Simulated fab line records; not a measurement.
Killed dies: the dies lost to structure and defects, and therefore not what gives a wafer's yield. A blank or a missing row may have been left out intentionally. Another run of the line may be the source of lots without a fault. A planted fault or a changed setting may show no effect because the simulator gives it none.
fab line records	flow nandHarc
record: lots: 5	wafers: 15	lastDay: 25
route steps=1159 shown P_M2@320 END@1159
lots that met no fault: taken from a fault-free run of the same line
startH: hours from the record's first day to the start of the lot's first wafer shown	waitH: hours since the lot's step before	" the same as in the row above	L1.1+2: one row covering several wafers at once	- either no value or no given start	* or withheld: withheld	< > ~ a bound
route shown NAME@n: NAME is a module with steps in the file, n the number in the route of the first one	usual: mean/standard deviation taken from wafers without a fault	same: alike in all rows	chamber/n: place in a boat	sites: readings site by site	_std_site: standard deviation across them	_edge_site: inner sites' mean taken away from outer sites' mean	radiusMm: for every site, how far away it sits from the centre of the wafer	mask NAME#n: copy n	behind: tool/chamber where the wafer was last shaped	hold: what put the lot on hold/how long, in hours/how the hold closed	device: which transistor (n, p or np) failed to switch	end of line: at the end of the route, the tests of the same wafers	a step with no rows: only its recipe	killed: at the first sort, the dies lost to defects and structure; wafer yield is something else	map: shows each die of a wafer: x if killed, . if not, _ if none is there
set.NAME: the setting as run; set.NAME@STEP: as run at that earlier step	model.NAME: the simulator's own value behind a step, which no gauge read
a table for each step, a row for each wafer; lots at some steps of the route
services: when a tool's chamber went out of use (startH, in hours from the record's first day, below 0 if earlier), for how many hours, and the reason
== steps ==
step: NHARC_P_M2_HMDS_02
recipe: timeS: 30
step: NHARC_P_M2_COAT_34
recipe: tempC: 200	timeS: 65
step: NHARC_P_M2_COAT_03
recipe: spinRpm: 1500	resistThkNm: 90
step: NHARC_P_M2_SOFTBAKE_04
recipe: tempC: 105	timeS: 55
step: NHARC_P_M2_EBR_05
step: NHARC_P_M2_EXPOSE_06
recipe: na: 1.35	targetCdNm: 170	doseMj: 80.78	maskId: P_M2
step: NHARC_P_M2_PEB_07
recipe: pebTempC: 100	pebTimeS: 65
step: NHARC_P_M2_DEVELOP_08
recipe: developTimeS: 35	devTempC: 23
step: NHARC_P_M2_CD_MEAS_09
recipe: targetCdNm: 170	landingEnergyEv: 500
usual: cdNm: 170.1/0.48
lot.wafer	tool	chamber	startH	waitH	cdNm
L200.1	cdSem-02	0	135.54	-	170.2
L200.3	"	0	"	"	169.9
L200.4	"	0	"	"	170.3
L201.1	cdSem-02	0	141.21	-	170.9
L201.4	"	0	"	"	170.5
L201.6	"	0	"	"	170.7
L205.1	cdSem-01	0	159.78	-	169.7
L205.4	"	0	"	"	170.0
L205.5	"	0	"	"	169.6
L211.3	cdSem-02	0	207.31	-	170.1
L211.4	"	0	"	"	169.5
L211.5	"	0	"	"	169.7
L222.1	cdSem-03	0	256.38	-	170.1
L222.4	"	0	"	"	170.0
L222.5	"	0	"	"	169.8
step: NHARC_P_M2_OVL_MEAS_10
recipe: pitchNm: 340
usual: overlayXNm: 0.0/0.82	overlayYNm: -0.2/0.82
lot.wafer	tool	chamber	startH	waitH	overlayXNm	overlayYNm
L200.1	overlay-01	-	135.62	-	-0.5	-1.6
L200.3	"	-	"	"	-0.5	-1.9
L200.4	"	-	"	"	-0.1	-1.2
L201.1	overlay-02	-	141.29	-	0.6	0.3
L201.4	"	-	"	"	0.3	0.2
L201.6	"	-	"	"	-0.2	-0.3
L205.1	overlay-02	-	159.86	-	-1.5	-0.4
L205.4	"	-	"	"	-1.7	-0.2
L205.5	"	-	"	"	-1.4	-0.6
L211.3	overlay-02	-	207.40	-	0.6	-0.3
L211.4	"	-	"	"	0.7	-0.7
L211.5	"	-	"	"	0.4	-0.7
L222.1	overlay-02	-	256.47	-	0.4	-0.3
L222.4	"	-	"	"	0.3	0.0
L222.5	"	-	"	"	0.8	-0.3
step: NHARC_P_M2_INSPECT_11
usual: rawDefectCount: 4.2/2.3
lot.wafer	tool	chamber	startH	waitH	rawDefectCount
L200.1	defectInspect-01	-	135.66	0.0	4
L200.3	"	-	"	"	3
L200.4	"	-	"	"	4
L201.1	defectInspect-02	-	141.33	0.0	6
L201.4	"	-	"	"	5
L201.6	"	-	"	"	9
L205.1	defectInspect-02	-	159.90	0.0	3
L205.4	"	-	"	"	5
L205.5	"	-	"	"	6
L211.3	defectInspect-01	-	207.43	0.0	0
L211.4	"	-	"	"	3
L211.5	"	-	"	"	5
L222.1	defectInspect-02	-	256.50	0.0	4
L222.4	"	-	"	"	4
L222.5	"	-	"	"	1
step: NHARC_P_M2_DESCUM_14
recipe: timeS: 3	o2FlowSccm: 200	arFlowSccm: 0	biasPowerW: 0	chemistry: O2
usual: drypumpMotorCurrentA: 5.7/0.49	oesProductAu: 0.999/0.0071	rfVppV: 57.8/0.91	showerheadPlenumPTorr: 1.93/0.082	throttleValvePct: 11.311/0.0095
lot.wafer	tool	chamber	startH	waitH	drypumpMotorCurrentA	oesProductAu	rfHoursCounterH	rfVppV	showerheadPlenumPTorr	throttleValvePct
L200.1	rieDiel-07	1	135.72	0.1	4.9	1.001	2	58.3	1.84	11.314
L200.3	"	3	"	"	6.3	0.988	2	58.3	2.00	11.328
L200.4	"	0	"	"	6.0	1.008	2	57.7	1.97	11.299
L201.1	rieDiel-07	2	141.41	0.1	5.4	1.005	2	58.9	2.01	11.308
L201.4	"	3	"	"	6.3	1.007	2	57.6	2.00	11.311
L201.6	"	1	"	"	4.9	1.003	-	57.4	1.84	11.305
L205.1	rieDiel-02	3	159.97	0.1	6.0	0.998	0	59.8	1.85	11.306
L205.4	"	0	"	"	6.0	1.005	0	58.7	1.89	11.311
L205.5	"	2	"	"	6.0	1.001	-	58.6	1.86	11.316
L211.3	rieDiel-07	3	207.51	0.1	6.3	1.001	5	57.9	2.00	11.309
L211.4	"	0	"	"	6.0	1.006	5	57.7	1.97	11.313
L211.5	"	1	"	"	4.9	0.998	-	57.1	1.84	11.319
L222.1	rieDiel-02	0	256.58	0.1	6.0	1.002	16	57.0	1.89	11.337
L222.4	"	3	"	"	6.0	0.994	-	57.5	1.85	11.305
L222.5	"	0	"	"	6.0	1.002	-	55.7	1.89	11.311
step: NHARC_P_M2_ETCH_35
recipe: targetDepthA: 400	overetchA: 120	timeS: 43.94	ionEnergyEv: 200	n2FlowSccm: 150	h2FlowSccm: 150	arFlowSccm: 0	rfW: 400	biasW: 150	chemistry: N2/H2
usual: drypumpMotorCurrentA: 5.8/0.48	oesProductAu: 0.999/0.0073	rfVppV: 430.9/2.6	runLengthS: 65.3/0.46	showerheadPlenumPTorr: 2.06/0.09	throttleValvePct: 14.171/0.0091
lot.wafer	tool	chamber	startH	waitH	drypumpMotorCurrentA	oesProductAu	rfHoursCounterH	rfVppV	runLengthS	showerheadPlenumPTorr	throttleValvePct
L200.1	rieDiel-07	3	135.81	0.1	6.3	0.989	2	432.4	65.0	2.14	14.177
L200.3	"	0	"	"	6.0	0.997	2	431.9	65.1	2.10	14.167
L200.4	"	2	"	"	5.4	0.997	2	433.3	66.0	2.14	14.155
L201.1	rieDiel-07	0	141.49	0.1	6.0	0.996	3	433.9	65.6	2.10	14.176
L201.4	"	1	"	"	4.9	0.993	3	428.3	66.1	1.95	14.175
L201.6	"	0	"	"	6.0	1.010	-	431.7	65.6	2.10	14.161
L205.1	rieDiel-02	2	160.05	0.1	6.0	1.016	0	428.5	65.1	1.98	14.180
L205.4	"	0	"	"	6.0	1.011	0	429.5	65.1	2.02	14.169
L205.5	"	1	"	"	6.2	1.009	-	434.9	65.4	2.17	14.164
L211.3	rieDiel-07	0	207.58	0.1	6.0	1.001	5	431.5	65.0	2.10	14.161
L211.4	"	2	"	"	5.4	1.001	4	432.5	55.7	2.14	14.191
L211.5	"	0	"	"	6.0	1.012	-	432.6	64.8	2.10	14.174
L222.1	rieDiel-02	2	256.67	0.1	6.1	0.991	17	427.6	64.9	1.98	14.160
L222.5	"	3	"	"	6.0	0.975	-	429.7	64.8	1.97	14.163
L222.4	"	0	"	"	6.0	0.992	-	428.7	65.3	2.01	14.176
step: NHARC_P_M2_ETCH_15
recipe: targetDepthA: 1825	timeS: 91.2	c4f8FlowSccm: withheld	arFlowSccm: 400	rfW: 600	biasW: 300	chemistry: C4F8/Ar
usual: oesProductAu: 0.951/0.022	rfVppV: 441.4/2.6	runLengthS: 112.6/0.47
lot.wafer	tool	chamber	startH	waitH	oesProductAu	rfHoursCounterH	rfVppV	runLengthS
L200.1	rieDiel-07	3	-	-	0.949	2	443.1	112.8
L200.3	"	0	"	"	0.959	2	442.8	112.5
L200.4	"	1	"	"	0.953	3	438.3	113.0
L201.4	rieDiel-07	0	-	-	0.950	3	442.1	112.3
L201.1	"	3	"	"	0.947	2	443.1	112.7
L201.6	"	0	"	"	0.945	-	442.8	112.9
L205.1	rieDiel-02	3	-	-	0.965	0	438.1	112.1
L205.4	"	2	"	"	0.959	0	440.0	112.6
L205.5	"	0	"	"	0.981	-	441.1	112.7
L211.4	rieDiel-07	1	-	-	0.929	5	437.6	113.2
L211.3	"	0	"	"	0.924	5	443.0	112.1
L211.5	"	2	"	"	0.917	-	443.1	112.8
L222.1	rieDiel-02	2	-	-	0.923	17	439.6	112.4
L222.5	"	0	"	"	0.927	-	440.1	112.1
L222.4	"	2	"	"	0.921	-	439.8	112.2
step: NHARC_END_SORT_01
recipe: tempC: 25
usual: defectLimitedYield: 95.3/1.6	killedAtArray: 28/10	killedAtOther: 0.6/0.85	killedAtPeriphery: 3.3/2.3	killedDies: 32/11	killedOpen: 3.3/1.5	killedShort: 2.1/1.4	sort_bin_2_pct: 1.5/0.63	sort_bin_3_pct: 0.25/0.21	sort_bin_4_pct: 3.0/1.1	sortNPass: 645/11	sortRimYieldPct: 97.6/1.6	sortYieldPct: 95.3/1.6
same: grossDies: 677	sort_bin_5_pct[%]: 0	sort_bin_6_pct[%]: 0	sort_bin_7_pct[%]: 0	sort_bin_8_pct[%]: 0	sortRimNGross: 106.00
lot.wafer	tool	chamber	startH	waitH	defectLimitedYield[%]	killedAtArray	killedAtOther	killedAtPeriphery	killedDies	killedOpen	killedShort	sort_bin_2_pct[%]	sort_bin_3_pct[%]	sort_bin_4_pct[%]	sortNPass	sortRimYieldPct[%]	sortYieldPct[%]
L200.1	prober-02	0	458.43	2.5	95.6	27	0	3	30	3	2	1.2	0.59	2.7	647	94.3	95.6
L200.3	prober-02	0	460.05	3.1	97.0	19	0	1	20	2	1	0.7	0	2.2	657	99.1	97.0
L200.4	prober-02	0	460.86	3.4	96.5	18	2	4	24	4	4	1.2	0	2.4	653	97.2	96.5
L201.1	prober-02	0	474.10	2.5	95.3	29	0	3	32	1	1	1.2	0.30	3.2	645	97.2	95.3
L201.4	prober-02	0	476.47	3.4	94.2	31	1	7	39	3	3	1.3	0.59	3.8	638	98.1	94.2
L201.6	prober-02	0	478.05	3.9	95.0	27	1	6	34	4	0	1.5	0.30	3.2	643	99.1	95.0
L205.1	prober-02	0	489.57	2.5	96.6	21	0	2	23	2	3	1.0	0	2.4	654	98.1	96.6
L205.4	prober-02	0	491.98	3.4	95.1	27	0	6	33	4	3	1.0	0.59	3.2	644	97.2	95.1
L205.5	prober-02	0	492.78	3.7	95.9	18	1	9	28	4	5	1.0	0.30	2.8	649	96.2	95.9
L211.3	prober-01	0	508.60	3.1	93.1	43	2	2	47	2	3	2.2	0.30	4.4	630	97.2	93.1
L211.4	prober-01	0	509.40	3.4	94.4	36	0	2	38	3	0	1.3	0.15	4.1	639	100.0	94.4
L211.5	prober-01	0	510.19	3.7	93.4	40	1	4	45	3	2	1.6	0.44	4.6	632	98.1	93.4
L222.1	prober-02	0	596.32	2.5	95.6	27	0	3	30	5	1	1.5	0.15	2.8	647	95.3	95.6
L222.4	prober-02	0	598.74	3.4	96.8	21	0	1	22	6	1	1.0	0	2.2	655	94.3	96.8
L222.5	prober-02	0	599.55	3.7	96.5	24	0	0	24	4	4	0.9	0.30	2.4	653	97.2	96.5
killed by level:class
L200.1 A_SLIT:chamberFilmFlake=12 A_CHANNEL_HOLE_D1:chamberFilmFlake=3 A_CHANNEL_HOLE_D1:geometricParticle:open=2 P_ZERO_WELL:chamberFilmFlake=2 A_STAIRCASE:chamberFilmFlake=2 A_WL_FILL:chamberFilmFlake=2 A_CONTACT:chamberFilmFlake=2 A_CHANNEL_HOLE_D1:geometricParticle:short=1
L200.3 A_SLIT:chamberFilmFlake=6 A_STAIRCASE:chamberFilmFlake=5 A_CHANNEL_HOLE_D1:chamberFilmFlake=2 A_CHANNEL_FILL_D1:chamberFilmFlake=2 A_STAIRCASE:geometricParticle:open=1 A_CONTACT:geometricParticle:short=1 A_CONTACT:geometricParticle:open=1 P_STI:chamberFilmFlake=1
L200.4 A_SLIT:chamberFilmFlake=8 A_WL_FILL:chamberFilmFlake=3 A_CONTACT:geometricParticle:open=2 P_STI:chamberFilmFlake=2 THIN_TSV:chamberFilmFlake=2 P_STI:geometricParticle:open=1 P_M0:geometricParticle:open=1 A_ONON_D1:geometricParticle:short=1
L201.1 A_SLIT:chamberFilmFlake=12 A_CHANNEL_HOLE_D1:chamberFilmFlake=10 P_STI:chamberFilmFlake=3 A_CHANNEL_FILL_D1:chamberFilmFlake=2 A_WL_FILL:chamberFilmFlake=2 A_ONON_D1:geometricParticle:open=1 A_CONTACT:geometricParticle:short=1 A_STAIRCASE:chamberFilmFlake=1
L201.4 A_CHANNEL_HOLE_D1:chamberFilmFlake=14 A_SLIT:chamberFilmFlake=10 A_SGD_CUT:geometricParticle:short=2 P_STI:chamberFilmFlake=2 P_CONTACT:chamberFilmFlake=2 P_CONTACT:geometricParticle:open=1 P_M0:geometricParticle:short=1 P_GATE:chamberFilmFlake=1
L201.6 A_CHANNEL_HOLE_D1:chamberFilmFlake=11 A_SLIT:chamberFilmFlake=9 P_STI:chamberFilmFlake=5 A_CHANNEL_FILL_D1:chamberFilmFlake=3 P_GATE:geometricParticle:open=1 A_ONON_D1:geometricParticle:open=1 A_CHANNEL_HOLE_D1:geometricParticle:open=1 A_CHANNEL_FILL_D1:geometricParticle:open=1
L205.1 A_CHANNEL_HOLE_D1:chamberFilmFlake=12 A_STAIRCASE:chamberFilmFlake=3 A_CHANNEL_HOLE_D1:geometricParticle:short=1 A_SGD_CUT:geometricParticle:short=1 A_WL_FILL:geometricParticle:open=1 A_CONTACT:geometricParticle:open=1 A_BLC:geometricParticle:short=1 P_GATE:chamberFilmFlake=1
L205.4 A_CHANNEL_HOLE_D1:chamberFilmFlake=13 A_STAIRCASE:chamberFilmFlake=5 P_M2:chamberFilmFlake=3 A_CONTACT:geometricParticle:open=2 P_GATE:chamberFilmFlake=2 A_WL_FILL:chamberFilmFlake=2 A_CHANNEL_FILL_D1:geometricParticle:short=1 A_SGD_CUT:geometricParticle:short=1
L205.5 A_CHANNEL_HOLE_D1:chamberFilmFlake=10 P_M2:chamberFilmFlake=7 A_CHANNEL_FILL_D1:geometricParticle:short=2 P_GATE:geometricParticle:open=1 P_M2:geometricParticle:short=1 A_SOURCE_PLATE:geometricParticle:open=1 A_ONON_D1:geometricParticle:short=1 A_WL_FILL:geometricParticle:short=1
L211.3 A_CHANNEL_HOLE_D1:chamberFilmFlake=18 A_SLIT:chamberFilmFlake=17 A_BLC:chamberFilmFlake=4 THIN_TSV:chamberFilmFlake=2 P_CONTACT:geometricParticle:open=1 P_M1:geometricParticle:short=1 A_ONON_D1:geometricParticle:short=1 A_BLC:geometricParticle:short=1
L211.4 A_SLIT:chamberFilmFlake=17 A_CHANNEL_HOLE_D1:chamberFilmFlake=14 P_CONTACT:geometricParticle:open=2 A_CONTACT:chamberFilmFlake=2 A_BLC:chamberFilmFlake=2 A_CONTACT:geometricParticle:open=1
L211.5 A_SLIT:chamberFilmFlake=16 A_CHANNEL_HOLE_D1:chamberFilmFlake=12 A_CONTACT:chamberFilmFlake=5 A_BLC:chamberFilmFlake=3 A_M0:geometricParticle:short=2 P_STI:chamberFilmFlake=2 P_CONTACT:geometricParticle:open=1 P_M0:geometricParticle:open=1
L222.1 A_CONTACT:chamberFilmFlake=13 A_CHANNEL_HOLE_D1:chamberFilmFlake=5 A_STAIRCASE:chamberFilmFlake=3 A_WL_FILL:geometricParticle:open=2 A_SLIT:chamberFilmFlake=2 P_GATE:geometricParticle:open=1 P_M0:geometricParticle:open=1 A_WL_FILL:geometricParticle:short=1
L222.4 A_CONTACT:chamberFilmFlake=7 A_CHANNEL_HOLE_D1:chamberFilmFlake=4 A_ZERO_WELL:chamberFilmFlake=3 A_WL_FILL:geometricParticle:open=2 P_CONTACT:geometricParticle:open=1 A_ONON_D1:geometricParticle:open=1 A_CHANNEL_FILL_D1:geometricParticle:open=1 A_WL_FILL:geometricParticle:short=1
L222.5 A_CHANNEL_HOLE_D1:chamberFilmFlake=8 A_WL_FILL:geometricParticle:short=3 A_STAIRCASE:chamberFilmFlake=3 A_CHANNEL_FILL_D1:geometricParticle:open=2 A_M1:chamberFilmFlake=2 A_CHANNEL_FILL_D1:geometricParticle:short=1 A_WL_FILL:geometricParticle:open=1 A_CONTACT:geometricParticle:open=1
== services ==
tool	chamber	startH	hours	kind
rieDiel-02	1	118.07	3.5	repair
rieDiel-07	2	123.84	3.5	repair
rieDiel-07	0	133.74	-	clean
rieDiel-07	1	133.74	-	clean
rieDiel-07	2	133.74	-	clean
rieDiel-07	3	133.74	-	clean
rieDiel-02	-	150.70	9.0	pm
rieDiel-07	0	158.24	-	clean
rieDiel-07	1	158.24	-	clean
rieDiel-07	2	158.24	-	clean
rieDiel-07	3	158.24	-	clean
rieDiel-07	0	182.74	-	clean
rieDiel-07	1	182.74	-	clean
rieDiel-07	2	182.74	-	clean
rieDiel-07	3	182.74	-	clean
rieDiel-07	-	193.83	0.3	repair
rieDiel-07	0	207.24	-	clean
rieDiel-07	1	207.24	-	clean
rieDiel-07	2	207.24	-	clean
rieDiel-07	3	207.24	-	clean
rieDiel-07	3	227.31	9.4	repair
rieDiel-07	-	228.20	9.0	pm
rieDiel-07	0	228.20	9.0	ventCycle
rieDiel-02	1	248.72	12.5	repair
== key ==
firstSign: step: NHARC_P_M2_ETCH_35	reading: runLengthS	direction: down	sigmas: 21	usual: *	struck: *
effect none on later readings
metAt NHARC_P_M2_ETCH_35
struckWafers L211.4
onsetBetween 135.81 207.58
fault: kind: processParameterDrift	tool: rieDiel-07	chamber: 2	onsetH: 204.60	steps: NHARC_P_M2_ETCH_35	channel: timeS	offset: *	shape: step	endH: 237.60	actsIn: *	stated: *
